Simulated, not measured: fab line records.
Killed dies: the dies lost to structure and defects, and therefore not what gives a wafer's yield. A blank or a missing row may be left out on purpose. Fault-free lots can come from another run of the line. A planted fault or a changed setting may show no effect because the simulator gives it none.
Split-lot trial / flow n5 finfet / on a route of 1938 steps: 7 lots, 21 wafers read

== THE SPLIT ==
At N5_HKMG_FIN_HK_ALD_01 (deposits HfO2, target thk 1.6 nm, pulse time 3 s, purge time 3 s), the setting ald cycles was moved away from the recipe's 30 on 8 of the 21 wafers read, by -13.3% to +13.3%. The other wafers ran this setting at the recipe's value.

== FROM THE SPLIT TO THE READING: what the file shows between them, 12 steps ==
- N5_HKMG_FIN_COAT_43: resist thk 90 nm (also split here: spin rpm)
- N5_HKMG_FIN_EBR_45
- N5_HKMG_FIN_SOFTBAKE_44: time 60 s
- N5_HKMG_FIN_EXPOSE_46: exposes mask NDIPOLE
- N5_HKMG_FIN_PEB_47: peb time 60 s
- N5_HKMG_FIN_DEVELOP_48: develop time 30 s
- N5_HKMG_FIN_ETCH_55: etches SOC in N2/H2, target depth 240 nm, time 300 s (also split here: bias w)
- N5_HKMG_FIN_ETCH_58: etches SOC in N2/H2, target depth 215.8 nm, time 741 s (also split here: source w)
- N5_HKMG_FIN_STRIP_93: strips SOC in N2/H2, time 20 s
- N5_HKMG_FIN_WET_ETCH_76: etches Al2O3 in dNH4OH, stops on La2O3, target depth 2.25 nm, rinse time 30 s
- N5_HKMG_FIN_WET_ETCH_82: etches La2O3 in dHCl, stops on HfO2, target depth 2 nm, rinse time 30 s
- N5_HKMG_FIN_ALD_36: deposits TiN, target thk 1 nm, pulse time 1 s, purge time 3 s

== THE READING ==
HK_THK, in nm, at N5_HKMG_FIN_THK_MEAS_70 (measures by xrf). Fault-free wafers of this fab line usually give 1.626 nm, standard deviation 0.019 nm.

wafer=L078.3; tool, chamber at the split=ald hk-03, 3,1,2; ald cycles as run=30; against the recipe=recipe; HK_THK, nm=1.623; against lot-mates on the recipe=-
wafer=L078.5; tool, chamber at the split=ald hk-03, 3,1,2; ald cycles as run=30; against the recipe=recipe; HK_THK, nm=1.627; against lot-mates on the recipe=-
wafer=L078.6; tool, chamber at the split=ald hk-03, 3,1,2; ald cycles as run=30; against the recipe=recipe; HK_THK, nm=1.623; against lot-mates on the recipe=-
wafer=L079.1; tool, chamber at the split=ald hk-03, 1; ald cycles as run=30; against the recipe=recipe; HK_THK, nm=1.631; against lot-mates on the recipe=-
wafer=L079.2; tool, chamber at the split=ald hk-03, 3,0; ald cycles as run=26; against the recipe=-13.3%; HK_THK, nm=1.406; against lot-mates on the recipe=-0.225
wafer=L079.3; tool, chamber at the split=ald hk-03, 3,0; ald cycles as run=26; against the recipe=-13.3%; HK_THK, nm=1.401; against lot-mates on the recipe=-0.230
wafer=L084.2; tool, chamber at the split=ald hk-02, 1,2; ald cycles as run=30; against the recipe=recipe; HK_THK, nm=1.636; against lot-mates on the recipe=-
wafer=L084.3; tool, chamber at the split=ald hk-02, 1,2; ald cycles as run=30; against the recipe=recipe; HK_THK, nm=1.637; against lot-mates on the recipe=-
wafer=L084.4; tool, chamber at the split=ald hk-02, 3; ald cycles as run=28; against the recipe=-6.7%; HK_THK, nm=1.529; against lot-mates on the recipe=-0.107
wafer=L086.1; tool, chamber at the split=ald hk-02, 3,3,2; ald cycles as run=30; against the recipe=recipe; HK_THK, nm=1.614; against lot-mates on the recipe=-
wafer=L086.5; tool, chamber at the split=ald hk-02, 3,3,2; ald cycles as run=30; against the recipe=recipe; HK_THK, nm=1.609; against lot-mates on the recipe=-
wafer=L086.6; tool, chamber at the split=ald hk-02, 3,3,2; ald cycles as run=30; against the recipe=recipe; HK_THK, nm=1.625; against lot-mates on the recipe=-
wafer=L089.2; tool, chamber at the split=ald hk-02, 1; ald cycles as run=30; against the recipe=recipe; HK_THK, nm=1.599; against lot-mates on the recipe=-
wafer=L089.5; tool, chamber at the split=ald hk-02, 1,0; ald cycles as run=34; against the recipe=+13.3%; HK_THK, nm=1.809; against lot-mates on the recipe=+0.210
wafer=L089.6; tool, chamber at the split=ald hk-02, 1,0; ald cycles as run=34; against the recipe=+13.3%; HK_THK, nm=1.865; against lot-mates on the recipe=+0.266
wafer=L092.2; tool, chamber at the split=ald hk-03, 3; ald cycles as run=30; against the recipe=recipe; HK_THK, nm=1.644; against lot-mates on the recipe=-
wafer=L092.3; tool, chamber at the split=ald hk-03, 0,1; ald cycles as run=27; against the recipe=-10.0%; HK_THK, nm=1.459; against lot-mates on the recipe=-0.185
wafer=L092.6; tool, chamber at the split=ald hk-03, 0,1; ald cycles as run=27; against the recipe=-10.0%; HK_THK, nm=1.472; against lot-mates on the recipe=-0.172
wafer=L094.2; tool, chamber at the split=ald hk-02, 3,2; ald cycles as run=30; against the recipe=recipe; HK_THK, nm=1.656; against lot-mates on the recipe=-
wafer=L094.5; tool, chamber at the split=ald hk-02, 3; ald cycles as run=28; against the recipe=-6.7%; HK_THK, nm=1.513; against lot-mates on the recipe=-0.108
wafer=L094.6; tool, chamber at the split=ald hk-02, 3,2; ald cycles as run=30; against the recipe=recipe; HK_THK, nm=1.586; against lot-mates on the recipe=-
The file does not say which wafer passed through which chamber wherever a row lists several chambers: such a row stands for several wafers.

FIT RESULTS
A straight line over all 21 wafers: HK_THK changes by +0.0161 nm for each +1% of ald cycles; r = +0.99; the points scatter about the line by 0.018 nm.
The same after taking each lot's own level away (the mean of its wafers on the recipe; 21 wafers): +0.0175 nm for each +1%; r = +0.99; scatter 0.015 nm.
The reading moves by 0.23 nm for the largest change in ald cycles, on that fit.
Across the lots, their own levels run from 1.5990 to 1.6440 nm, a range of 2.4 times the standard deviation given above.
Consequently the slope shifts little with the lot-to-lot level, the two slopes agreeing.
Check: for one of the wafers moved furthest among these (-13.3%), held out of the fit, the line's prediction against its lot-mates is -0.233 nm. Against them it came out at -0.225 nm.

== THESE WAFERS: OTHER SPLITS ==
Before the reading, these wafers also passed through other splits. Each is held against what the fit with the lots' levels taken away leaves over:
other split on the same wafers=N5_SD_EPI_P_PEB_07 peb time s; wafers away from the commonest value=5; r with HK_THK (lot level and that fit taken away)=-0.07
other split on the same wafers=N5_HKMG_FIN_COAT_43 spin rpm; wafers away from the commonest value=8; r with HK_THK (lot level and that fit taken away)=+0.23
other split on the same wafers=N5_HKMG_FIN_ETCH_55 bias w; wafers away from the commonest value=7; r with HK_THK (lot level and that fit taken away)=-0.29
other split on the same wafers=N5_HKMG_FIN_ETCH_58 source w; wafers away from the commonest value=9; r with HK_THK (lot level and that fit taken away)=+0.18

== THE FILE'S OWN FIT ==
HK_THK changes by +0.0173 nm for each +1% of ald cycles, r = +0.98.
